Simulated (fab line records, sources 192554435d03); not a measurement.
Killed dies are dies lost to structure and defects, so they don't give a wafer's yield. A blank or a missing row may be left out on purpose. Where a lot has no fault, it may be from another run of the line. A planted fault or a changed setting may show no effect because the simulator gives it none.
fab line records    flow n5-finfet
record lots=24  wafers=72  last-day=17
route steps=1938 shown SD_EPI_P@311 SD_ACTIVATION@330 ILD0@344 SDB@357
lots that met no fault: taken from a fault-free run of the same line
start-h: hours from the record's opening day to when the first of the lot's shown wafers began    wait-h: time in hours since the lot's previous step    " identical to the entry in the row above    L1.1+2: a row that stands for several wafers    - either no value or no given start    * or withheld: withheld    < > ~ a bound
route shown NAME@n: a module of which the file shows steps, and the number in the route of the first    usual: the fault-free wafers' mean and standard deviation    same: alike in all rows    chamber/n: place in a boat    sites: readings site by site    _std_site: standard deviation of those values    _edge_site: the outer-site mean with the inner-site mean subtracted    radius-mm: how far each site lies from the wafer's centre    mask NAME#n: copy n    behind: the last tool/chamber to shape the wafer    hold: reason for holding the lot/hours on hold/outcome of the hold    device: the transistor (n, p or np) that didn't switch    end of line: the route-end tests of the same wafers    a step without rows: its recipe alone    killed: the dies lost at the first sort to structure and to defects; this is not the yield of the wafer    map: a wafer's dies, x killed, . not, _ none there
set.NAME: the setting as run; set.NAME@STEP: as run at that earlier step    model.NAME: the simulator's own value behind a step, which no gauge read
one table for each step of the route and one row for each wafer, over a sample of lots
services: from which hour (start-h, from the record's first day; less than 0 if before it) a tool's chamber was out of use, for how many hours, and why
## steps
# step N5_SD_EPI_P_ETCH_47
# recipe chemistry=CH3F/O2  target=SiOCN  target-depth-a=250  mask-material=SOC  ion-energy-ev=60  bias-w=29  pressure-mtorr=30  source-w=410  Ar_flow_sccm=150  CH3F_flow_sccm=30  O2_flow_sccm=20
# usual drypump-motor-current-A=5.7/0.4  oes-product-au=0.77/0.076  rf-vpp-V=127.4/2.8  showerhead-plenum-p-Torr=2.00/0.072  throttle-valve-pct=16.27/0.22
lot.wafer  tool         chamber  start-h  wait-h  drypump-motor-current-A  oes-product-au  rf-hours-counter-h  rf-vpp-V  showerhead-plenum-p-Torr  throttle-valve-pct
L074.2     rie-diel-01  2        54.39    0.1     5.5                      0.72            181                 126.8     2.08                      16.42
L074.5     "            2        "        "       5.5                      0.73            -                   127.6     2.09                      16.42
L074.6     "            3        "        "       5.5                      0.75            -                   134.4     2.08                      16.32
L075.1     rie-diel-04  0        61.74    0.1     6.5                      0.86            69                  127.4     2.12                      16.47
L075.2     "            3        "        "       5.4                      0.95            18                  124.6     1.96                      15.99
L075.4     "            3        "        "       5.4                      0.94            -                   125.4     1.96                      16.00
L076.1     rie-diel-05  3        67.89    0.1     5.5                      0.76            150                 127.0     1.93                      16.25
L076.2     "            0        "        "       6.1                      0.72            174                 131.9     1.91                      16.47
L076.4     "            3        "        "       5.5                      0.76            -                   126.6     1.93                      16.25
L077.1     rie-diel-04  2        72.88    0.1     5.6                      0.79            108                 127.2     2.01                      15.90
L077.4     "            3        "        "       5.4                      0.93            23                  124.4     1.96                      16.00
L077.6     "            1        "        "       6.5                      0.75            -                   125.8     1.99                      16.14
L078.1     rie-diel-04  2        79.29    0.1     5.6                      0.79            110                 127.3     2.01                      15.87
L078.3     "            1        "        "       6.5                      0.74            147                 127.0     1.99                      16.16
L078.5     "            1        "        "       6.5                      0.74            -                   127.2     1.99                      16.16
L079.3     rie-diel-01  0        86.02    0.1     5.3                      0.69            226                 126.7     2.06                      16.37
L079.4     "            1        "        "       5.6                      0.74            155                 127.1     1.99                      16.39
L079.6     "            3        "        "       5.5                      0.73            -                   133.0     2.08                      16.34
L080.1     rie-diel-04  2        92.55    0.1     5.6                      0.79            112                 129.1     2.01                      15.90
L080.2     "            3        "        "       5.4                      0.92            30                  123.7     1.96                      16.01
L080.6     "            3        "        "       5.4                      0.92            -                   124.1     1.96                      16.03
L081.3     rie-diel-04  2        96.27    0.1     5.6                      0.79            113                 127.4     2.01                      15.91
L081.5     "            2        "        "       5.6                      0.79            -                   127.8     2.01                      15.91
L081.6     "            3        "        "       5.4                      0.91            -                   125.4     1.96                      16.02
L082.1     rie-diel-05  0        102.29   0.1     6.1                      0.71            185                 132.2     1.90                      16.49
L082.3     "            3        "        "       5.5                      0.76            160                 125.2     1.93                      16.28
L082.6     "            1        "        "       5.7                      0.81            -                   121.9     1.87                      16.49
L083.2     rie-diel-01  3        107.83   0.1     5.5                      0.73            185                 133.5     2.08                      16.35
L083.5     "            0        "        "       5.3                      0.68            -                   128.8     2.06                      16.38
L083.6     "            3        "        "       5.5                      0.73            -                   132.2     2.08                      16.37
L084.1     rie-diel-01  2        120.54   0.1     5.5                      0.71            201                 127.2     2.08                      16.46
L084.2     "            0        "        "       5.3                      0.67            235                 127.9     2.06                      16.40
L084.5     "            1        "        "       5.6                      0.73            -                   127.1     1.98                      16.38
L085.2     rie-diel-04  2        122.86   0.1     5.6                      0.77            121                 126.0     2.01                      15.93
L085.4     "            3        "        "       5.4                      0.90            -                   124.6     1.96                      16.04
L085.5     "            2        "        "       5.6                      0.78            -                   127.1     2.01                      15.92
L086.1     rie-diel-04  3        129.41   0.1     5.4                      0.88            44                  124.1     1.95                      16.05
L086.2     "            1        "        "       6.5                      0.73            164                 126.2     1.99                      16.16
L086.6     "            2        "        "       5.6                      0.77            -                   126.3     2.01                      15.91
L087.1     rie-diel-01  3        135.98   0.1     5.5                      0.73            192                 132.8     2.07                      16.38
L087.3     "            2        "        "       5.5                      0.71            206                 128.4     2.08                      16.46
L087.4     "            1        "        "       5.6                      0.74            168                 127.6     1.98                      16.41
L088.1     rie-diel-05  0        140.99   0.1     6.0                      0.69            195                 131.9     1.90                      16.48
L088.4     "            2        "        "       5.5                      0.92            21                  126.0     2.05                      15.90
L088.5     "            0        "        "       6.0                      0.71            -                   132.3     1.90                      16.52
L089.1     rie-diel-05  3        147.50   0.1     5.5                      0.74            173                 126.3     1.93                      16.31
L089.2     "            0        "        "       6.0                      0.70            197                 131.8     1.90                      16.51
L089.6     "            1        "        "       5.7                      0.79            -                   122.9     1.86                      16.50
L090.1     rie-diel-01  1        153.71   0.1     5.6                      0.72            174                 126.5     1.98                      16.41
L090.3     "            3        "        "       5.4                      0.72            198                 132.8     2.07                      16.40
L090.6     "            2        "        "       5.5                      0.70            -                   128.4     2.07                      16.48
L091.2     rie-diel-05  0        157.19   0.1     6.0                      0.69            200                 130.0     1.90                      16.51
L091.4     "            1        "        "       5.7                      0.80            101                 121.3     1.86                      16.52
L091.5     "            2        "        "       5.6                      0.90            -                   126.3     2.05                      15.89
L092.2     rie-diel-05  0        164.44   0.1     6.1                      0.69            202                 131.4     1.90                      16.51
L092.4     "            1        "        "       5.7                      0.78            103                 120.6     1.86                      16.53
L092.5     "            1        "        "       5.7                      0.79            -                   121.2     1.86                      16.50
L093.1     rie-diel-01  1        170.31   0.1     5.6                      0.71            180                 127.3     1.98                      16.43
L093.4     "            2        "        "       5.5                      0.70            -                   126.0     2.07                      16.49
L093.6     "            1        "        "       5.6                      0.72            -                   128.7     1.98                      16.42
L094.3     rie-diel-04  0        176.33   0.1     6.5                      0.81            101                 126.7     2.11                      16.52
L094.5     "            1        "        "       6.5                      0.71            -                   127.3     1.99                      16.21
L094.6     "            2        "        "       5.6                      0.75            -                   128.7     2.00                      15.95
L095.3     rie-diel-05  3        179.92   0.1     5.6                      0.74            183                 124.9     1.92                      16.31
L095.5     "            3        "        "       5.6                      0.73            -                   126.4     1.92                      16.33
L095.6     "            2        "        "       5.5                      0.89            -                   125.9     2.05                      15.90
L096.1     rie-diel-04  1        188.27   0.1     6.5                      0.72            179                 127.6     1.98                      16.22
L096.4     "            0        "        "       6.5                      0.81            -                   128.0     2.11                      16.53
L096.5     "            3        "        "       5.4                      0.88            -                   125.3     1.95                      16.08
L097.3     rie-diel-01  1        192.46   0.1     5.6                      0.71            189                 127.1     1.98                      16.43
L097.4     "            3        "        "       5.5                      0.70            211                 134.4     2.07                      16.40
L097.5     "            2        "        "       5.5                      0.69            -                   127.2     2.07                      16.51
# step N5_SD_ACTIVATION_RTA_00
# recipe temp-c=975  time-s=0  ambient=N2  idle-temp-c=600  ramp-up-c-per-s=150  ramp-down-c-per-s=60  cool-to-c=600
# usual lamp-power-pct=8.95/0.052  wafer_temp_C_max=975.2/1.9
lot.wafer  tool           chamber  start-h  wait-h  lamp-power-pct  wafer_temp_C_max
L074.2     rtp-anneal-02  0        58.50    0.1     8.87            971.6
L074.5     "              0        "        "       8.95            973.6
L074.6     "              0        "        "       8.99            973.4
L075.1     rtp-anneal-01  0        64.96    0.0     8.92            979.3
L075.2     "              0        "        "       8.98            977.8
L075.4     "              0        "        "       8.95            976.5
L076.1     rtp-anneal-01  0        71.30    0.1     8.97            977.7
L076.2     "              0        "        "       8.90            974.9
L076.4     "              0        "        "       8.96            972.6
L077.1     rtp-anneal-01  0        76.17    0.1     8.92            974.2
L077.4     "              0        "        "       9.01            978.8
L077.6     "              0        "        "       8.85            975.6
L078.1     rtp-anneal-01  0        82.79    0.2     8.89            976.8
L078.3     "              0        "        "       9.02            977.1
L078.5     "              0        "        "       8.93            974.5
L079.3     rtp-anneal-01  0        89.53    0.3     8.90            976.7
L079.4     "              0        "        "       8.97            976.9
L079.6     "              0        "        "       8.96            976.7
L080.1     rtp-anneal-01  0        95.81    0.0     8.92            975.8
L080.2     "              0        "        "       8.91            976.1
L080.6     "              0        "        "       8.96            975.7
L081.3     rtp-anneal-01  0        100.55   0.2     8.92            976.2
L081.5     "              0        "        "       8.99            975.5
L081.6     "              0        "        "       9.03            978.4
L082.1     rtp-anneal-01  0        106.36   0.0     8.98            977.2
L082.3     "              0        "        "       8.95            975.9
L082.6     "              0        "        "       8.91            977.4
L083.2     rtp-anneal-02  0        111.34   0.3     8.85            976.4
L083.5     "              0        "        "       9.03            975.0
L083.6     "              0        "        "       8.94            976.3
L084.1     rtp-anneal-02  0        123.79   0.0     8.96            974.3
L084.2     "              0        "        "       8.93            975.6
L084.5     "              0        "        "       8.93            977.8
L085.2     rtp-anneal-02  0        126.37   0.3     8.97            974.9
L085.4     "              0        "        "       8.91            975.5
L085.5     "              0        "        "       8.92            974.9
L086.1     rtp-anneal-02  0        132.70   0.1     8.88            974.9
L086.2     "              0        "        "       8.92            974.6
L086.6     "              0        "        "       8.94            972.9
L087.1     rtp-anneal-02  0        139.60   0.4     8.94            973.8
L087.3     "              0        "        "       8.92            975.1
L087.4     "              0        "        "       8.95            976.1
L088.1     rtp-anneal-02  0        144.61   0.4     8.94            972.9
L088.4     "              0        "        "       8.92            974.3
L088.5     "              0        "        "       8.88            975.0
L089.1     rtp-anneal-02  0        150.79   0.1     8.96            974.1
L089.2     "              0        "        "       8.98            976.0
L089.6     "              0        "        "       8.90            976.3
L090.1     rtp-anneal-02  0        157.69   0.8     9.00            974.5
L090.3     "              0        "        "       9.00            975.4
L090.6     "              0        "        "       8.94            971.0
L091.2     rtp-anneal-01  0        160.87   0.5     9.00            975.7
L091.4     "              0        "        "       9.03            976.1
L091.5     "              0        "        "       8.98            977.9
L092.2     rtp-anneal-02  0        168.54   0.2     8.91            974.5
L092.4     "              0        "        "       8.98            974.5
L092.5     "              0        "        "       8.91            978.3
L093.1     rtp-anneal-02  0        174.38   0.0     8.98            977.3
L093.4     "              0        "        "       9.03            976.1
L093.6     "              0        "        "       8.94            974.6
L094.3     rtp-anneal-01  0        180.46   0.1     8.93            976.1
L094.5     "              0        "        "       8.92            972.6
L094.6     "              0        "        "       9.09            975.6
L095.3     rtp-anneal-02  0        184.05   0.1     9.01            976.7
L095.5     "              0        "        "       8.89            972.8
L095.6     "              0        "        "       8.81            975.7
L096.1     rtp-anneal-02  0        192.35   0.0     8.97            973.2
L096.4     "              0        "        "       8.94            974.6
L096.5     "              0        "        "       8.82            973.6
L097.3     rtp-anneal-01  0        197.01   0.5     8.93            974.6
L097.4     "              0        "        "       8.97            975.2
L097.5     "              0        "        "       8.86            975.3
# step N5_ILD0_CMP_12
# recipe stop-on=poly-Si  material=SiNx  t-overpolish-s=6  post-cmp-clean=alkaline-brush  down-force-psi=2.5  platen-rpm=51.8  pad-velocity-m-s=1.0307  target-thk-nm=17.67
# usual motor-current-A=8.8/1.1  overpolish-run-s=6.001/0.0091  time-to-endpoint-s=27.7/2.7
lot.wafer  tool    chamber  start-h  wait-h  motor-current-A  overpolish-run-s  time-to-endpoint-s
L074.2     cmp-01  1        66.10    1.2     9.9              6.015             29.4
L074.6     "       2        "        "       8.9              5.991             34.2
L074.5     "       3        "        "       8.6              5.987             31.5
L075.1     cmp-02  2        71.64    1.1     10.3             6.013             30.2
L075.2     "       0        "        "       8.2              6.005             28.9
L075.4     "       1        "        "       7.9              6.019             27.7
L076.4     cmp-02  2        78.00    1.2     9.7              6.001             26.0
L076.2     "       3        "        "       7.9              6.003             33.1
L076.1     "       0        "        "       8.0              5.998             28.3
L077.1     cmp-02  3        83.09    1.2     8.2              6.011             32.2
L077.4     "       0        "        "       8.4              6.010             27.5
L077.6     "       1        "        "       8.0              6.017             25.2
L078.1     cmp-04  2        89.66    1.1     10.1             5.993             28.7
L078.3     "       3        "        "       8.7              6.011             28.1
L078.5     "       3        "        "       8.6              6.008             28.7
L079.3     cmp-04  3        96.44    1.2     8.3              6.003             27.7
L079.4     "       0        "        "       7.3              5.990             27.3
L079.6     "       2        "        "       11.0             6.011             29.0
L080.2     cmp-02  1        102.70   1.2     7.6              5.997             22.9
L080.1     "       3        "        "       7.6              5.981             30.5
L080.6     "       0        "        "       8.0              5.988             22.5
L081.3     cmp-02  2        107.59   1.2     10.0             5.999             28.8
L081.5     "       0        "        "       8.2              6.007             25.6
L081.6     "       1        "        "       7.7              5.997             25.1
L082.1     cmp-01  0        113.44   1.2     7.8              5.995             29.9
L082.3     "       2        "        "       9.1              5.986             33.9
L082.6     "       3        "        "       8.7              5.996             30.1
L083.2     cmp-04  1        118.46   1.2     10.0             5.988             24.1
L083.5     "       3        "        "       8.7              6.005             27.8
L083.6     "       0        "        "       7.5              5.992             26.7
L084.1     cmp-01  0        130.70   1.1     7.6              6.013             30.2
L084.2     "       2        "        "       8.9              5.985             31.6
L084.5     "       1        "        "       9.8              6.002             28.1
L085.4     cmp-04  1        133.41   1.3     9.6              5.988             28.3
L085.2     "       2        "        "       11.0             6.010             28.2
L085.5     "       1        "        "       9.5              5.997             27.4
L086.2     cmp-01  1        140.96   1.2     9.8              6.000             28.3
L086.1     "       3        "        "       7.7              5.996             29.1
L086.6     "       0        "        "       7.5              6.003             27.2
L087.1     cmp-02  0        146.31   1.2     8.1              6.003             26.0
L087.3     "       1        "        "       8.0              5.992             24.0
L087.4     "       2        "        "       9.2              5.996             28.1
L088.1     cmp-02  3        151.86   1.1     7.5              6.017             29.0
L088.4     "       2        "        "       10.3             6.009             27.5
L088.5     "       3        "        "       7.8              6.012             30.2
L089.2     cmp-04  2        157.92   1.2     11.1             6.004             25.7
L089.1     "       3        "        "       8.6              6.001             26.4
L089.6     "       2        "        "       11.5             6.007             27.1
L090.1     cmp-02  3        164.44   1.2     8.0              6.006             28.9
L090.3     "       1        "        "       7.8              6.006             23.5
L090.6     "       3        "        "       7.7              6.003             29.6
L091.4     cmp-04  2        167.88   1.2     10.9             5.999             27.7
L091.2     "       3        "        "       8.5              5.994             27.9
L091.5     "       2        "        "       10.6             5.996             28.0
L092.2     cmp-04  2        175.26   1.2     10.5             6.007             28.0
L092.4     "       3        "        "       8.2              6.003             29.1
L092.5     "       0        "        "       7.2              5.993             28.6
L093.1     cmp-04  0        181.72   1.2     7.4              5.996             23.3
L093.4     "       2        "        "       10.8             6.007             23.9
L093.6     "       3        "        "       8.4              6.011             26.6
L094.3     cmp-02  3        188.52   1.2     8.0              6.003             32.0
L094.6     "       0        "        "       8.4              6.010             26.1
L094.5     "       1        "        "       7.9              5.997             26.3
L095.3     cmp-02  0        191.88   1.1     8.7              6.000             26.6
L095.6     "       0        "        "       8.3              5.992             25.8
L095.5     "       1        "        "       7.8              5.995             23.2
L096.1     cmp-01  0        199.03   1.1     7.4              6.007             29.9
L096.4     "       1        "        "       10.3             5.997             29.3
L096.5     "       0        "        "       7.6              6.000             30.8
L097.4     cmp-02  0        203.62   1.1     7.9              5.983             28.7
L097.3     "       3        "        "       7.7              6.000             31.2
L097.5     "       0        "        "       8.2              5.993             25.8
# step N5_SDB_OVL_MEAS_12
# recipe points-per-wafer=44
# usual SDB_OVL=0.1/1
lot.wafer  tool        chamber  start-h  wait-h  SDB_OVL[nm]
L074.2     overlay-02  0        66.70    0.0     0.2
L074.5     "           0        "        "       0.8
L074.6     "           0        "        "       -0.2
L075.1     overlay-02  0        72.36    0.0     2.7
L075.2     "           0        "        "       1.3
L075.4     "           0        "        "       0.9
L076.1     overlay-01  0        78.80    0.0     -1.7
L076.2     "           0        "        "       -0.8
L076.4     "           0        "        "       -0.6
L077.1     overlay-01  0        83.76    0.0     -0.6
L077.4     "           0        "        "       -0.6
L077.6     "           0        "        "       -0.1
L078.1     overlay-01  0        90.37    0.0     -0.1
L078.3     "           0        "        "       -1.1
L078.5     "           0        "        "       -0.8
L079.3     overlay-01  0        97.27    0.0     1.3
L079.4     "           0        "        "       1.1
L079.6     "           0        "        "       0.2
L080.1     overlay-02  0        103.50   0.0     -0.2
L080.2     "           0        "        "       -0.2
L080.6     "           0        "        "       -0.6
L081.3     overlay-01  0        108.35   0.0     1.2
L081.5     "           0        "        "       1.6
L081.6     "           0        "        "       0.0
L082.1     overlay-01  0        114.24   0.0     -0.2
L082.3     "           0        "        "       -0.3
L082.6     "           0        "        "       0.4
L083.2     overlay-02  0        119.10   0.0     -2.1
L083.5     "           0        "        "       -1.8
L083.6     "           0        "        "       -1.9
L084.1     overlay-01  0        131.42   0.0     0.1
L084.2     "           0        "        "       -0.3
L084.5     "           0        "        "       -0.4
L085.2     overlay-02  0        134.36   0.0     0.4
L085.4     "           0        "        "       0.0
L085.5     "           0        "        "       0.7
L086.1     overlay-01  0        141.76   0.0     -1.0
L086.2     "           0        "        "       -1.6
L086.6     "           0        "        "       -1.5
L087.1     overlay-02  0        147.11   0.0     1.4
L087.3     "           0        "        "       0.2
L087.4     "           0        "        "       1.3
L088.1     overlay-01  0        152.70   0.0     1.6
L088.4     "           0        "        "       1.0
L088.5     "           0        "        "       1.6
L089.1     overlay-01  0        158.72   0.0     1.2
L089.2     "           0        "        "       0.6
L089.6     "           0        "        "       -0.2
L090.1     overlay-01  0        165.24   0.0     1.1
L090.3     "           0        "        "       0.9
L090.6     "           0        "        "       -1.1
L091.2     overlay-02  0        168.68   0.0     -0.5
L091.4     "           0        "        "       -0.9
L091.5     "           0        "        "       0.0
L092.2     overlay-02  0        175.93   0.0     -0.1
L092.4     "           0        "        "       -0.7
L092.5     "           0        "        "       0.4
L093.1     overlay-01  0        182.43   0.0     -0.3
L093.4     "           0        "        "       1.0
L093.6     "           0        "        "       0.1
L094.3     overlay-01  0        189.24   0.0     -0.6
L094.5     "           0        "        "       -1.9
L094.6     "           0        "        "       -1.9
L095.3     overlay-01  0        192.72   0.0     1.2
L095.5     "           0        "        "       0.5
L095.6     "           0        "        "       0.5
L096.1     overlay-02  0        199.86   0.0     0.9
L096.4     "           0        "        "       0.3
L096.5     "           0        "        "       1.2
L097.3     overlay-01  0        204.36   0.0     1.9
L097.4     "           0        "        "       0.3
L097.5     "           0        "        "       1.8
# step N5_SDB_CUT_ETCH_26
# recipe chemistry=HBr/Cl2/O2  target=Si  target-depth-a=1296  bt-time-s=20  mask-material=SiNx  time-s=51.8  ion-energy-ev=*  bias-w=*  pressure-mtorr=10  icp-w=800  HBr_flow_sccm=150  Cl2_flow_sccm=80  O2_flow_sccm=12
# usual drypump-motor-current-A=5.9/0.43  oes-product-au=0.994/0.011  throttle-valve-pct=37.3/0.34
lot.wafer  tool       chamber  start-h  wait-h  drypump-motor-current-A  oes-product-au  rf-hours-counter-h  throttle-valve-pct
L074.2     rie-si-05  2        67.38    0.1     5.8                      1.007           58                  37.4
L074.5     "          3        "        "       6.5                      0.976           -                   37.2
L074.6     "          2        "        "       5.8                      1.002           -                   37.4
L075.1     rie-si-05  0        73.22    0.1     6.0                      0.982           102                 37.9
L075.2     "          3        "        "       6.5                      0.981           142                 37.2
L075.4     "          1        "        "       6.2                      0.980           72                  37.2
L076.1     rie-si-01  1        79.66    0.1     6.1                      1.004           17                  37.4
L076.2     "          0        "        "       6.2                      1.020           11                  37.4
L076.4     "          0        "        "       6.2                      1.021           -                   37.4
L077.1     rie-si-05  2        84.57    0.1     5.8                      1.001           58                  37.4
L077.4     "          0        "        "       6.0                      0.995           102                 37.9
L077.6     "          0        "        "       6.0                      0.987           -                   37.9
L078.1     rie-si-01  2        91.05    0.1     5.5                      0.991           39                  37.7
L078.3     "          0        "        "       6.3                      1.006           11                  37.4
L078.5     "          0        "        "       6.3                      1.013           -                   37.4
L079.3     rie-si-03  0        98.31    0.1     6.7                      0.963           96                  37.1
L079.4     "          2        "        "       5.9                      0.993           92                  36.5
L079.6     "          0        "        "       6.7                      0.970           -                   37.1
L080.1     rie-si-05  3        104.21   0.1     6.5                      0.979           142                 37.2
L080.2     "          2        "        "       5.8                      0.999           58                  37.4
L080.6     "          2        "        "       5.8                      0.999           -                   37.4
L081.3     rie-si-01  0        109.02   0.1     6.3                      1.013           12                  37.4
L081.5     "          3        "        "       5.1                      1.004           -                   37.0
L081.6     "          2        "        "       5.5                      0.987           -                   37.7
L082.1     rie-si-05  2        115.34   0.1     5.8                      0.995           59                  37.4
L082.3     "          1        "        "       6.2                      0.992           73                  37.2
L082.6     "          0        "        "       6.0                      0.986           -                   37.9
L083.2     rie-si-03  3        120.27   0.1     5.4                      0.997           39                  37.5
L083.5     "          2        "        "       5.9                      0.998           -                   36.5
L083.6     "          1        "        "       5.4                      1.000           -                   37.4
L084.1     rie-si-03  3        132.22   0.1     5.4                      1.003           40                  37.5
L084.2     "          0        "        "       6.7                      0.969           96                  37.1
L084.5     "          3        "        "       5.3                      0.996           -                   37.5
L085.2     rie-si-05  2        135.59   0.1     5.8                      0.997           59                  37.4
L085.4     "          1        "        "       6.2                      0.989           73                  37.3
L085.5     "          1        "        "       6.2                      0.996           -                   37.2
L086.1     rie-si-03  1        143.58   0.1     5.4                      0.998           7                   37.4
L086.2     "          3        "        "       5.3                      1.006           40                  37.5
L086.6     "          1        "        "       5.4                      0.992           -                   37.4
L087.1     rie-si-01  2        147.80   0.1     5.5                      0.980           40                  37.7
L087.3     "          3        "        "       5.1                      1.003           77                  37.0
L087.4     "          1        "        "       6.0                      0.998           18                  37.4
L088.1     rie-si-05  1        154.16   0.1     6.2                      0.985           74                  37.3
L088.4     "          2        "        "       5.8                      1.007           59                  37.4
L088.5     "          0        "        "       6.0                      0.991           -                   37.9
L089.1     rie-si-03  3        159.57   0.1     5.3                      1.001           40                  37.5
L089.2     "          1        "        "       5.4                      1.000           7                   37.4
L089.6     "          2        "        "       5.9                      0.996           -                   36.5
L090.1     rie-si-01  1        166.48   0.1     6.0                      1.010           18                  37.4
L090.3     "          0        "        "       6.2                      1.002           13                  37.4
L090.6     "          3        "        "       5.1                      0.995           -                   37.0
L091.2     rie-si-05  2        170.04   0.1     5.8                      1.002           60                  37.4
L091.4     "          1        "        "       6.2                      0.990           74                  37.2
L091.5     "          1        "        "       6.2                      0.979           -                   37.2
L092.2     rie-si-01  2        176.60   0.1     5.5                      0.993           41                  37.7
L092.4     "          1        "        "       6.0                      0.998           18                  37.4
L092.5     "          2        "        "       5.5                      0.993           -                   37.7
L093.1     rie-si-03  1        184.25   0.1     5.4                      1.000           7                   37.4
L093.4     "          3        "        "       5.3                      0.997           41                  37.5
L093.6     "          1        "        "       5.4                      1.001           -                   37.4
L094.3     rie-si-03  1        192.56   0.1     5.4                      1.005           7                   37.4
L094.5     "          3        "        "       5.3                      1.002           -                   37.5
L094.6     "          2        "        "       5.9                      0.994           -                   36.5
L095.3     rie-si-05  3        194.04   0.1     6.6                      0.989           144                 37.2
L095.5     "          2        "        "       5.8                      0.998           -                   37.4
L095.6     "          3        "        "       6.6                      0.976           -                   37.2
L096.1     rie-si-05  1        200.54   0.1     6.2                      0.983           75                  37.2
L096.4     "          0        "        "       6.0                      0.989           104                 37.9
L096.5     "          2        "        "       5.8                      1.005           -                   37.4
L097.3     rie-si-01  0        205.47   0.1     6.2                      1.016           13                  37.4
L097.4     "          2        "        "       5.5                      0.989           42                  37.7
L097.5     "          1        "        "       6.0                      1.005           -                   37.4
# step N5_SDB_CMP_30
# recipe stop-on=poly-Si  t-overpolish-s=1.54  post-cmp-clean=alkaline-brush  down-force-psi=4.1491  platen-rpm=51.796  pad-velocity-m-s=1.0306  target-thk-nm=30
# usual motor-current-A=11.6/1.2  overpolish-run-s=1.540/0.0097  time-to-endpoint-s=16.5/2.9
lot.wafer  tool    chamber  start-h  wait-h  motor-current-A  overpolish-run-s  time-to-endpoint-s
L074.2     cmp-02  0        70.30    1.4     11.2             1.549             12.9
L074.5     "       0        "        "       11.5             1.528             13.7
L074.6     "       1        "        "       10.6             1.545             11.9
L075.2     cmp-02  0        76.44    1.7     11.5             1.536             16.1
L075.1     "       1        "        "       11.0             1.543             14.2
L075.4     "       2        "        "       13.3             1.546             13.8
L076.1     cmp-02  3        82.57    1.4     11.6             1.534             18.6
L076.2     "       1        "        "       10.8             1.538             13.3
L076.4     "       2        "        "       13.8             1.555             19.4
L077.4     cmp-01  1        87.49    0.0     14.5             1.548             15.5
L077.1     "       3        "        "       11.0             1.539             16.7
L077.6     "       1        "        "       14.1             1.540             15.9
L078.3     cmp-01  0        94.00    1.4     10.5             1.540             18.5
L078.1     "       2        "        "       12.6             1.541             21.4
L078.5     "       3        "        "       11.4             1.524             23.1
L079.3     cmp-02  2        102.45   1.4     13.0             1.546             16.8
L079.4     "       3        "        "       11.3             1.542             20.7
L079.6     "       1        "        "       10.8             1.545             13.2
L080.2     cmp-02  1        107.24   1.5     10.6             1.541             13.1
L080.1     "       2        "        "       13.0             1.550             14.5
L080.6     "       0        "        "       11.2             1.528             14.9
L081.3     cmp-01  2        111.95   1.4     12.9             1.536             18.5
L081.5     "       2        "        "       12.4             1.542             19.7
L081.6     "       3        "        "       11.4             1.535             19.1
L082.3     cmp-03  3        118.26   1.4     9.2              1.535             20.3
L082.1     "       2        "        "       13.5             1.545             18.9
L082.6     "       3        "        "       9.6              1.548             19.4
L083.2     cmp-02  1        123.19   1.4     10.7             1.511             11.1
L083.6     "       1        "        "       10.7             1.543             14.1
L083.5     "       2        "        "       12.8             1.522             15.0
L084.1     cmp-02  3        135.32   1.6     10.7             1.529             21.1
L084.2     "       0        "        "       11.0             1.534             17.9
L084.5     "       3        "        "       11.0             1.526             21.2
L085.4     cmp-03  1        138.91   1.4     12.9             1.539             19.7
L085.2     "       2        "        "       13.1             1.538             16.5
L085.5     "       2        "        "       12.7             1.542             16.8
L086.1     cmp-03  2        146.53   1.4     12.2             1.546             17.3
L086.2     "       0        "        "       11.0             1.534             15.5
L086.6     "       1        "        "       12.5             1.554             18.5
L087.3     cmp-03  2        150.73   1.4     12.8             1.527             16.7
L087.1     "       3        "        "       9.8              1.541             19.6
L087.4     "       1        "        "       12.6             1.542             19.0
L088.1     cmp-02  1        157.07   1.4     11.2             1.540             13.9
L088.4     "       3        "        "       11.1             1.547             19.4
L088.5     "       2        "        "       13.0             1.517             14.5
L089.1     cmp-01  3        162.49   1.4     11.5             1.548             23.2
L089.2     "       1        "        "       14.2             1.538             19.5
L089.6     "       3        "        "       12.0             1.531             23.0
L090.1     cmp-01  3        169.40   1.4     11.5             1.549             18.4
L090.3     "       2        "        "       13.0             1.530             21.9
L090.6     "       3        "        "       11.1             1.549             16.0
L091.4     cmp-02  0        172.96   1.4     10.9             1.540             11.9
L091.2     "       1        "        "       10.6             1.562             13.4
L091.5     "       0        "        "       11.4             1.543             12.3
L092.2     cmp-02  2        179.55   1.4     12.9             1.547             13.7
L092.4     "       3        "        "       11.3             1.543             16.0
L092.5     "       1        "        "       10.5             1.524             10.8
L093.4     cmp-03  3        187.16   1.4     10.0             1.547             14.9
L093.1     "       2        "        "       12.1             1.546             15.7
L093.6     "       3        "        "       9.5              1.532             17.6
L094.3     cmp-03  1        195.55   1.5     12.2             1.554             14.7
L094.6     "       3        "        "       9.6              1.537             16.1
L094.5     "       0        "        "       11.4             1.553             13.7
L095.3     cmp-03  2        197.23   1.5     13.0             1.543             15.3
L095.5     "       3        "        "       10.0             1.536             15.8
L095.6     "       0        "        "       11.2             1.539             13.4
L096.1     cmp-03  2        203.49   1.4     13.0             1.532             13.5
L096.4     "       0        "        "       11.5             1.529             12.0
L096.5     "       2        "        "       12.0             1.527             12.0
L097.3     cmp-02  2        208.42   1.4     14.0             1.535             15.2
L097.4     "       3        "        "       10.9             1.534             19.5
L097.5     "       2        "        "       13.3             1.560             16.2
## services
tool           chamber  start-h  hours  kind
cmp-02         -        31.33    1.1    repair
cmp-03         -        34.09    4.0    pm
cmp-04         -        39.91    0.8    repair
cmp-04         -        42.51    0.9    repair
cmp-01         -        43.06    2.4    repair
cmp-04         -        44.36    4.0    pm
cmp-03         -        47.89    1.2    repair
cmp-03         -        55.53    0.8    repair
rie-diel-04    1        58.87    9.6    repair
cmp-01         -        71.33    0.6    repair
cmp-01         -        74.90    2.6    repair
rie-diel-04    2        80.40    5.7    repair
cmp-01         -        80.65    0.8    repair
rtp-anneal-01  -        108.54   51.1   pm
cmp-02         -        113.88   0.6    repair
rie-diel-04    0        115.51   14.2   repair
cmp-01         -        131.97   4.0    pm
rtp-anneal-02  -        159.76   6.4    pm
rie-diel-04    1        160.42   8.4    repair
rie-diel-04    -        161.90   4.3    pm
rie-diel-04    2        186.18   3.8    repair
rie-si-05      3        187.71   4.3    repair
cmp-01         -        189.44   2.1    repair
cmp-02         -        194.17   4.0    pm
## key
fault none
